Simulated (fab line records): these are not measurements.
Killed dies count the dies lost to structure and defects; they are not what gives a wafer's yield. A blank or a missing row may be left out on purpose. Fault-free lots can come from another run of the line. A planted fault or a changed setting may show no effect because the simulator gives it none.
What tool caused it? :: flow n5 finfet :: Sampling: 9 lots, 25 wafers, 6 of 1938 route steps

== WHAT THE GAUGES READ, wafer by wafer ==
N5_GATE_CUT_THK_MEAS_24.
lot: L834
measured: day 5 03:50
on: film metro-01
GC_FILL_THK (nm): 219.7 224.2 218.8

lot: L835
measured: day 5 09:43
on: film metro-01
GC_FILL_THK (nm): 218.0 223.3 224.5

lot: L838
measured: day 6 01:48
on: film metro-01
GC_FILL_THK (nm): 220.1 223.4

lot: L839
measured: day 6 11:49
on: film metro-02
GC_FILL_THK (nm): 225.9 217.4

lot: L840
measured: day 6 18:33
on: film metro-02
GC_FILL_THK (nm): 223.4 224.0 219.6

lot: L842
measured: day 7 06:59
on: film metro-01
GC_FILL_THK (nm): 219.3 221.4 219.5

lot: L843
measured: day 7 08:09
on: film metro-01
GC_FILL_THK (nm): 220.0 219.3 224.5

lot: L853
measured: day 10 01:55
on: film metro-01
GC_FILL_THK (nm): 216.0 184.9 218.5

lot: L854
measured: day 10 03:08
on: film metro-01
GC_FILL_THK (nm): 185.9 183.4 222.2

== EACH LOT AND THE TOOL THAT RAN IT (in order: tool; ch and the chambers of the sampled wafers; start) ==
lot: L834
N5_GATE_CUT_HM_DEP_46: pecvd-04 ch 0,1,2, day 5 00:38
N5_GATE_CUT_DESCUM_18: rie diel-06 ch 0,2, day 5 01:13
N5_GATE_CUT_ETCH_36: rie diel-06 ch 0,2, day 5 01:17
N5_GATE_CUT_ETCH_37: rie diel-06 ch 0,2, day 5 01:18
N5_GATE_CUT_HM_OPEN_40: rie diel-06 ch 0,2, day 5 01:23

lot: L835
N5_GATE_CUT_HM_DEP_46: pecvd-01 ch 0,1,2, day 5 06:34
N5_GATE_CUT_DESCUM_18: rie diel-03 ch 1,3, day 5 07:05
N5_GATE_CUT_ETCH_36: rie diel-03 ch 1,3, day 5 07:08
N5_GATE_CUT_ETCH_37: rie diel-03 ch 1,3, day 5 07:10
N5_GATE_CUT_HM_OPEN_40: rie diel-03 ch 1,3, day 5 07:15

lot: L838
N5_GATE_CUT_HM_DEP_46: pecvd-02 ch 0, day 5 22:36
N5_GATE_CUT_DESCUM_18: rie diel-03 ch 2,3, day 5 23:08
N5_GATE_CUT_ETCH_36: rie diel-03 ch 2,3, day 5 23:11
N5_GATE_CUT_ETCH_37: rie diel-03 ch 2,3, day 5 23:13
N5_GATE_CUT_HM_OPEN_40: rie diel-03 ch 2,3, day 5 23:18

lot: L839
N5_GATE_CUT_HM_DEP_46: pecvd-04 ch 0,2, day 6 08:45
N5_GATE_CUT_DESCUM_18: rie diel-06 ch 1,3, day 6 09:11
N5_GATE_CUT_ETCH_36: rie diel-06 ch 1,3, day 6 09:15
N5_GATE_CUT_ETCH_37: rie diel-06 ch 1,3, day 6 09:16
N5_GATE_CUT_HM_OPEN_40: rie diel-06 ch 1,3, day 6 09:22

lot: L840
N5_GATE_CUT_HM_DEP_46: pecvd-04 ch 0,2, day 6 15:28
N5_GATE_CUT_DESCUM_18: rie diel-03 ch 1,2, day 6 15:55
N5_GATE_CUT_ETCH_36: rie diel-03 ch 1,2, day 6 15:58
N5_GATE_CUT_ETCH_37: rie diel-03 ch 1,2, day 6 16:00
N5_GATE_CUT_HM_OPEN_40: rie diel-03 ch 1,2, day 6 16:05

lot: L842
N5_GATE_CUT_HM_DEP_46: pecvd-01 ch 0,1,2, day 7 03:55
N5_GATE_CUT_DESCUM_18: rie diel-05 ch 0,1, day 7 04:22
N5_GATE_CUT_ETCH_36: rie diel-05 ch 0,1, day 7 04:25
N5_GATE_CUT_ETCH_37: rie diel-05 ch 0,1, day 7 04:26
N5_GATE_CUT_HM_OPEN_40: rie diel-05 ch 0,1, day 7 04:32

lot: L843
N5_GATE_CUT_HM_DEP_46: pecvd-04 ch 0,2, day 7 04:32
N5_GATE_CUT_DESCUM_18: rie diel-05 ch 1,2,3, day 7 05:11
N5_GATE_CUT_ETCH_36: rie diel-05 ch 1,2,3, day 7 05:14
N5_GATE_CUT_ETCH_37: rie diel-05 ch 1,2,3, day 7 05:16
N5_GATE_CUT_HM_OPEN_40: rie diel-05 ch 1,2,3, day 7 05:21

lot: L853
N5_GATE_CUT_HM_DEP_46: pecvd-01 ch 0,1,2, day 9 22:50
N5_GATE_CUT_DESCUM_18: rie diel-06 ch 1,2, day 9 23:16
N5_GATE_CUT_ETCH_36: rie diel-06 ch 1,2, day 9 23:20
N5_GATE_CUT_ETCH_37: rie diel-06 ch 1,2, day 9 23:21
N5_GATE_CUT_HM_OPEN_40: rie diel-06 ch 1,2, day 9 23:26

lot: L854
N5_GATE_CUT_HM_DEP_46: pecvd-01 ch 0,1, day 9 23:53
N5_GATE_CUT_DESCUM_18: rie diel-06 ch 0,1, day 10 00:28
N5_GATE_CUT_ETCH_36: rie diel-06 ch 0,1, day 10 00:31
N5_GATE_CUT_ETCH_37: rie diel-06 ch 0,1, day 10 00:32
N5_GATE_CUT_HM_OPEN_40: rie diel-06 ch 0,1, day 10 00:37
- N5_GATE_CUT_HM_DEP_46: deposits SiO2 from TEOS/O2, target thk 130 nm, time 26.6 s.
- N5_GATE_CUT_DESCUM_18: chemistry O2, time 7 s.
- N5_GATE_CUT_ETCH_36: etches SiARC in CF4, target depth 13 nm, time 21.7 s.
- N5_GATE_CUT_ETCH_37: etches SOC in N2/H2, target depth 60 nm, overetch 12 nm, time 90 s.
- N5_GATE_CUT_HM_OPEN_40: chemistry C4F6/O2, target SiO2, target depth 139 nm, time 85.1 s.

== AS READ BY THE TOOLS THEMSELVES (means over the sampled wafers that have a number; for cases with no such wafer, the mark the record gives instead) ==
N5_GATE_CUT_HM_DEP_46.
lot: L834
tool: pecvd-04
heater power w (W): 493
showerhead plenum p Torr (Torr): 8.30
throttle valve pct (%): 19.1

lot: L835
tool: pecvd-01
heater power w (W): 452
showerhead plenum p Torr (Torr): 8.33
throttle valve pct (%): 18.9

lot: L838
tool: pecvd-02
heater power w (W): 528
showerhead plenum p Torr (Torr): 8.32
throttle valve pct (%): 20.3

lot: L839
tool: pecvd-04
heater power w (W): 544
showerhead plenum p Torr (Torr): 8.27
throttle valve pct (%): 18.5

lot: L840
tool: pecvd-04
heater power w (W): 520
showerhead plenum p Torr (Torr): 8.27
throttle valve pct (%): 18.6

lot: L842
tool: pecvd-01
heater power w (W): 484
showerhead plenum p Torr (Torr): 8.34
throttle valve pct (%): 19.1

lot: L843
tool: pecvd-04
heater power w (W): 439
showerhead plenum p Torr (Torr): 8.28
throttle valve pct (%): 18.8

lot: L853
tool: pecvd-01
heater power w (W): 479
showerhead plenum p Torr (Torr): 8.34
throttle valve pct (%): 19.1

lot: L854
tool: pecvd-01
heater power w (W): 518
showerhead plenum p Torr (Torr): 8.33
throttle valve pct (%): 18.9

N5_GATE_CUT_DESCUM_18.
lot: L834
tool: rie diel-06
drypump motor current A (A): 5.48
oes product au (a.u.): 0.84
rf vpp V (V): 241.9
showerhead plenum p Torr (Torr): 2.03
throttle valve pct (%): 20.42

lot: L835
tool: rie diel-03
drypump motor current A (A): 5.80
oes product au (a.u.): 0.78
rf vpp V (V): 241.6
showerhead plenum p Torr (Torr): 2.03
throttle valve pct (%): 20.43

lot: L838
tool: rie diel-03
drypump motor current A (A): 5.89
oes product au (a.u.): 0.74
rf vpp V (V): 242.2
showerhead plenum p Torr (Torr): 2.00
throttle valve pct (%): 20.46

lot: L839
tool: rie diel-06
drypump motor current A (A): 5.75
oes product au (a.u.): 0.77
rf vpp V (V): 241.9
showerhead plenum p Torr (Torr): 2.01
throttle valve pct (%): 20.38

lot: L840
tool: rie diel-03
drypump motor current A (A): 5.99
oes product au (a.u.): 0.74
rf vpp V (V): 243.2
showerhead plenum p Torr (Torr): 2.05
throttle valve pct (%): 20.28

lot: L842
tool: rie diel-05
drypump motor current A (A): 5.61
oes product au (a.u.): 0.92
rf vpp V (V): 244.8
showerhead plenum p Torr (Torr): 2.14
throttle valve pct (%): 20.46

lot: L843
tool: rie diel-05
drypump motor current A (A): 5.69
oes product au (a.u.): 0.78
rf vpp V (V): 244.0
showerhead plenum p Torr (Torr): 2.12
throttle valve pct (%): 20.44

lot: L853
tool: rie diel-06
drypump motor current A (A): 5.43
oes product au (a.u.): 0.90
rf vpp V (V): 244.6
showerhead plenum p Torr (Torr): 2.18
throttle valve pct (%): 20.49

lot: L854
tool: rie diel-06
drypump motor current A (A): 5.61
oes product au (a.u.): 0.78
rf vpp V (V): 241.9
showerhead plenum p Torr (Torr): 2.03
throttle valve pct (%): 20.44

N5_GATE_CUT_ETCH_36.
lot: L834
tool: rie diel-06
cf4 flow sccm (sccm): 99.8
drypump motor current A (A): 5.48
etch rf on time s (s): 21.6
mfc ar sccm (sccm): 100.3
oes product au (a.u.): 0.72
rf vpp V (V): 183.7
showerhead plenum p Torr (Torr): 2.08
throttle valve pct (%): 15.48

lot: L835
tool: rie diel-03
cf4 flow sccm (sccm): 100.1
drypump motor current A (A): 5.79
etch rf on time s (s): 21.4
mfc ar sccm (sccm): 99.6
oes product au (a.u.): 0.68
rf vpp V (V): 183.5
showerhead plenum p Torr (Torr): 2.10
throttle valve pct (%): 15.78

lot: L838
tool: rie diel-03
cf4 flow sccm (sccm): 100.0
drypump motor current A (A): 5.91
etch rf on time s (s): 21.5
mfc ar sccm (sccm): 100.2
oes product au (a.u.): 0.65
rf vpp V (V): 184.1
showerhead plenum p Torr (Torr): 2.06
throttle valve pct (%): 15.73

lot: L839
tool: rie diel-06
cf4 flow sccm (sccm): 100.0
drypump motor current A (A): 5.77
etch rf on time s (s): 20.9
mfc ar sccm (sccm): 100.1
oes product au (a.u.): 0.68
rf vpp V (V): 183.4
showerhead plenum p Torr (Torr): 2.06
throttle valve pct (%): 15.55

lot: L840
tool: rie diel-03
cf4 flow sccm (sccm): 100.1
drypump motor current A (A): 6.00
etch rf on time s (s): 20.6
mfc ar sccm (sccm): 100.5
oes product au (a.u.): 0.67
rf vpp V (V): 183.3
showerhead plenum p Torr (Torr): 2.13
throttle valve pct (%): 15.65

lot: L842
tool: rie diel-05
cf4 flow sccm (sccm): 100.1
drypump motor current A (A): 5.60
etch rf on time s (s): 20.8
mfc ar sccm (sccm): 100.0
oes product au (a.u.): 0.79
rf vpp V (V): 184.7
showerhead plenum p Torr (Torr): 2.20
throttle valve pct (%): 15.72

lot: L843
tool: rie diel-05
cf4 flow sccm (sccm): 100.4
drypump motor current A (A): 5.68
etch rf on time s (s): 22.2
mfc ar sccm (sccm): 99.9
oes product au (a.u.): 0.66
rf vpp V (V): 184.9
showerhead plenum p Torr (Torr): 2.19
throttle valve pct (%): 15.73

lot: L853
tool: rie diel-06
cf4 flow sccm (sccm): 100.3
drypump motor current A (A): 5.44
etch rf on time s (s): 21.0
mfc ar sccm (sccm): 100.1
oes product au (a.u.): 0.78
rf vpp V (V): 185.1
showerhead plenum p Torr (Torr): 2.22
throttle valve pct (%): 15.54

lot: L854
tool: rie diel-06
cf4 flow sccm (sccm): 100.1
drypump motor current A (A): 5.61
etch rf on time s (s): 21.6
mfc ar sccm (sccm): 99.8
oes product au (a.u.): 0.68
rf vpp V (V): 182.9
showerhead plenum p Torr (Torr): 2.06
throttle valve pct (%): 15.53

N5_GATE_CUT_ETCH_37.
lot: L834
tool: rie diel-06
drypump motor current A (A): 5.48
oes product au (a.u.): 0.76
rf vpp V (V): 521.4
showerhead plenum p Torr (Torr): 2.47
throttle valve pct (%): 17.84

lot: L835
tool: rie diel-03
drypump motor current A (A): 5.79
oes product au (a.u.): 0.70
rf vpp V (V): 522.1
showerhead plenum p Torr (Torr): 2.49
throttle valve pct (%): 18.01

lot: L838
tool: rie diel-03
drypump motor current A (A): 5.89
oes product au (a.u.): 0.67
rf vpp V (V): 521.5
showerhead plenum p Torr (Torr): 2.44
throttle valve pct (%): 17.88

lot: L839
tool: rie diel-06
drypump motor current A (A): 5.75
oes product au (a.u.): 0.69
rf vpp V (V): 520.1
showerhead plenum p Torr (Torr): 2.44
throttle valve pct (%): 17.79

lot: L840
tool: rie diel-03
drypump motor current A (A): 6.01
oes product au (a.u.): 0.68
rf vpp V (V): 523.5
showerhead plenum p Torr (Torr): 2.52
throttle valve pct (%): 17.87

lot: L842
tool: rie diel-05
drypump motor current A (A): 5.61
oes product au (a.u.): 0.80
rf vpp V (V): 525.4
showerhead plenum p Torr (Torr): 2.63
throttle valve pct (%): 17.98

lot: L843
tool: rie diel-05
drypump motor current A (A): 5.70
oes product au (a.u.): 0.70
rf vpp V (V): 524.9
showerhead plenum p Torr (Torr): 2.58
throttle valve pct (%): 17.85

lot: L853
tool: rie diel-06
drypump motor current A (A): 5.44
oes product au (a.u.): 0.80
rf vpp V (V): 525.1
showerhead plenum p Torr (Torr): 2.65
throttle valve pct (%): 17.90

lot: L854
tool: rie diel-06
drypump motor current A (A): 5.61
oes product au (a.u.): 0.70
rf vpp V (V): 521.9
showerhead plenum p Torr (Torr): 2.45
throttle valve pct (%): 17.88

N5_GATE_CUT_HM_OPEN_40.
lot: L834
tool: rie diel-06
drypump motor current A (A): 5.49
etch rf on time s (s): 93.4
mfc ar sccm (sccm): 299.7
oes product au (a.u.): 0.78
rf vpp V (V): 671
showerhead plenum p Torr (Torr): 2.76
throttle valve pct (%): 20.81

lot: L835
tool: rie diel-03
drypump motor current A (A): 5.80
etch rf on time s (s): 95.0
mfc ar sccm (sccm): 300.0
oes product au (a.u.): 0.71
rf vpp V (V): 666
showerhead plenum p Torr (Torr): 2.77
throttle valve pct (%): 21.00

lot: L838
tool: rie diel-03
drypump motor current A (A): 5.87
etch rf on time s (s): 95.9
mfc ar sccm (sccm): 300.0
oes product au (a.u.): 0.68
rf vpp V (V): 656
showerhead plenum p Torr (Torr): 2.75
throttle valve pct (%): 21.06

lot: L839
tool: rie diel-06
drypump motor current A (A): 5.75
etch rf on time s (s): 92.9
mfc ar sccm (sccm): 299.2
oes product au (a.u.): 0.70
rf vpp V (V): 656
showerhead plenum p Torr (Torr): 2.71
throttle valve pct (%): 20.68

lot: L840
tool: rie diel-03
drypump motor current A (A): 6.01
etch rf on time s (s): 95.0
mfc ar sccm (sccm): 299.6
oes product au (a.u.): 0.69
rf vpp V (V): 646
showerhead plenum p Torr (Torr): 2.82
throttle valve pct (%): 20.92

lot: L842
tool: rie diel-05
drypump motor current A (A): 5.60
etch rf on time s (s): 91.1
mfc ar sccm (sccm): 299.4
oes product au (a.u.): 0.84
rf vpp V (V): 672
showerhead plenum p Torr (Torr): 2.92
throttle valve pct (%): 21.02

lot: L843
tool: rie diel-05
drypump motor current A (A): 5.69
etch rf on time s (s): 95.0
mfc ar sccm (sccm): 300.3
oes product au (a.u.): 0.70
rf vpp V (V): 676
showerhead plenum p Torr (Torr): 2.91
throttle valve pct (%): 21.07

lot: L853
tool: rie diel-06
drypump motor current A (A): 5.46
etch rf on time s (s): 84.0
mfc ar sccm (sccm): 300.0
oes product au (a.u.): 0.82
rf vpp V (V): 668
showerhead plenum p Torr (Torr): 2.93
throttle valve pct (%): 20.86

lot: L854
tool: rie diel-06
drypump motor current A (A): 5.62
etch rf on time s (s): 76.7
mfc ar sccm (sccm): 300.0
oes product au (a.u.): 0.72
rf vpp V (V): 654
showerhead plenum p Torr (Torr): 2.70
throttle valve pct (%): 20.64

== THE ANSWER, worked out from the rows above alone ==
Rule: what is usual is taken from the lots themselves. The widest of any qualifying gaps counts: lots, ordered by their means at a reading, are off when they make up no more than a third of the lots, leave a main group of 4 or more, and stand apart from it by 3 or more times the standard deviation of that group's means. If all means in a main group match to the digits the tables above print for the reading, that group is not used. Also off: a lot with no number at a reading for which 4 or more lots have one. Any other lot the step has rows for is counted as sound. After the gauges, taken in route order, come the tools' own readings; for these a lot's mean is taken, as printed above. The first step at which some lot is off is used, and at that step the reading that is off furthest; a lot without a number counts as furthest.
Off: L853, L854, at N5_GATE_CUT_THK_MEAS_24 (GC_FILL_THK). Main group: mean 221.4 nm, sd 0.7.
If a tool, at a process step before that reading, ran all the lots that are off and no sound lot after the first of them, it fits. Not tried: the gauges at N5_GATE_CUT_THK_MEAS_24; whatever is off there is also off at N5_GATE_CUT_HM_OPEN_40, on other tools, and gauge error can't account for it. Undecided on this evidence; 2 tools fit (pecvd-01 at N5_GATE_CUT_HM_DEP_46, rie diel-06 at N5_GATE_CUT_DESCUM_18 and N5_GATE_CUT_ETCH_36 and N5_GATE_CUT_ETCH_37 and N5_GATE_CUT_HM_OPEN_40).

== WHAT THE SIMULATOR HAD INSERTED ==
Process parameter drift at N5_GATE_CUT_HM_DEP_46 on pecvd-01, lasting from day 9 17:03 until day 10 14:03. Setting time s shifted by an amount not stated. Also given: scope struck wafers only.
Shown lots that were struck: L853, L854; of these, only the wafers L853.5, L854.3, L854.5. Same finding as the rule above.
